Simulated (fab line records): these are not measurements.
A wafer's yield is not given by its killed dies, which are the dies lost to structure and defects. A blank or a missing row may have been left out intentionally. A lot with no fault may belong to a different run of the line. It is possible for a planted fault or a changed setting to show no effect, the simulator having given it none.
Struck lot and sound lot, side by side + flow n5-finfet + 21 out of 1938 route steps
Sound: these wafers, L328.1, L328.2. The struck wafers were L326.3, L326.4, L326.6. The cause is named last.
Each step with rows lists, per side, the tool, then ch with its chambers, then its first start. Under that, the readings that differ: sound wafers + struck wafers + difference of the means + sigmas: that difference in standard deviations of wafers without a fault.
alike: readings whose means differ by less than 2 such deviations, and words and numbers that are the same on both sides. not compared: withheld readings, readings that some wafer has no value for, bounds like >300 that may hide the same value, and numbers for which the record gives no deviation and whose values overlap.
Wherever a step has rows on one side only, a row that says differs or no value, or a row with sigmas, the two part there. Numbers that don't overlap but have no deviation are shown without sigmas and don't part them. A reading that every wafer of one side lacks parts them only if that side has two wafers or more.

first, 9 steps without rows for these wafers: N5_BEOL_M1_PRE_CLEAN_60 (time 15 s); N5_BEOL_M1_CO_CAP_55 (material Co, precursor CCTBA/H2, target thk 2 nm, time 102.1 s); N5_BEOL_M1_PRE_CLEAN_56 (time 15 s); N5_BEOL_M1_DEP_57 (deposits SiCN from 3MS/NH3, target thk 8 nm, time 14 s); N5_BEOL_M2_ILD_DEP_00 (deposits SiOC from DEMS/O2, target thk 79 nm, time 15.3 s); N5_BEOL_M2_PECVD_72 (deposits SiO2 from TEOS/O2, target thk 16 nm, time 18 s); N5_BEOL_M2_HM_DEP_02 (deposits TiN, target thk 20 nm); N5_BEOL_M2_COAT_61 (time 60 s, resist thk 60 nm); N5_BEOL_M2_COAT_62 (time 60 s, resist thk 12 nm).
N5_BEOL_M2_COAT_73: time 60 s, resist thk 5 nm.
  sound on litho-track-01 ch 0, day 9 10:50; struck on litho-track-02 ch 0, day 8 19:31
| reading                                         | sound         | struck               | difference | sigmas      |
|-------------------------------------------------|---------------|----------------------|------------|-------------|
| spin-speed-rpm (rpm)                            | 1498.9 1500.5 | 1721.1 1720.9 1718.9 | +220.6     | +99 or more |
| model.underlayer_of_BEOL_M2_COAT_73.thk-nm (nm) | 5 5           | 4.6 4.6 4.6          | -0.4       |             |
then, 7 steps without rows for these wafers: N5_BEOL_M2_COAT_05 (resist thk 30 nm); N5_BEOL_M2_EBR_07; N5_BEOL_M2_SOFTBAKE_06 (time 60 s); N5_BEOL_M2_EXPOSE_08 (exposes mask M2); N5_BEOL_M2_PEB_09 (peb time 60 s); N5_BEOL_M2_DEVELOP_10 (develop time 30 s); N5_BEOL_M2_DESCUM_16 (chemistry O2, time 7 s).
N5_BEOL_M2_ETCH_74: etches underlayer in N2/H2, target depth 6.5 nm, time 5.2 s.
  sound on rie-diel-05 ch 2,3, day 9 11:28; struck on rie-diel-05 ch 0,2,3, day 8 19:56
| reading                  | sound       | struck            | difference | sigmas |
|--------------------------|-------------|-------------------|------------|--------|
| etch-rf-on-time-s (s)    | 5.26 4.98   | 5.01 4.78 4.71    | -0.29      | -2     |
| model.etch.depth-nm (nm) | 5.002 4.984 | 4.675 4.671 4.661 | -0.324     |        |
  alike: drypump-motor-current-A, oes-product-au, rf-vpp-V, showerhead-plenum-p-Torr, throttle-valve-pct
  not compared: rf-hours-counter-h
then, 1 step without rows for these wafers: N5_BEOL_M2_ETCH_63 (etches SiARC in CF4, target depth 15.6 nm, time 26 s).
-- the record jumps here: 5 days lie between the struck wafers' starts before and after (it left off in module BEOL_M2 and takes up again in module BEOL_M4, whose first step shown is number 1111 of the route) --
N5_BEOL_M4_RC_MEAS_101:
  sound on prober-01 ch 0, day 14 05:10; struck on prober-01 ch 0, day 13 22:16
  alike: DIBL_N, DIBL_P, IOFF_N, IOFF_P, ION_N, ION_P, SS_N, SS_P, VT_N, VT_P
then, 1 step without rows for these wafers: N5_PASSIVATION_PROBE_49.

WHERE THEY PART
First at N5_BEOL_M2_COAT_73; last, within this record, at N5_BEOL_M2_ETCH_74. Later steps at which nothing parts them and some readings are alike: N5_BEOL_M4_RC_MEAS_101.

WHY: what the simulator had put in
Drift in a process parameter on litho-track-02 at N5_BEOL_M2_COAT_73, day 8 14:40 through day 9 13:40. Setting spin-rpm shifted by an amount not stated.
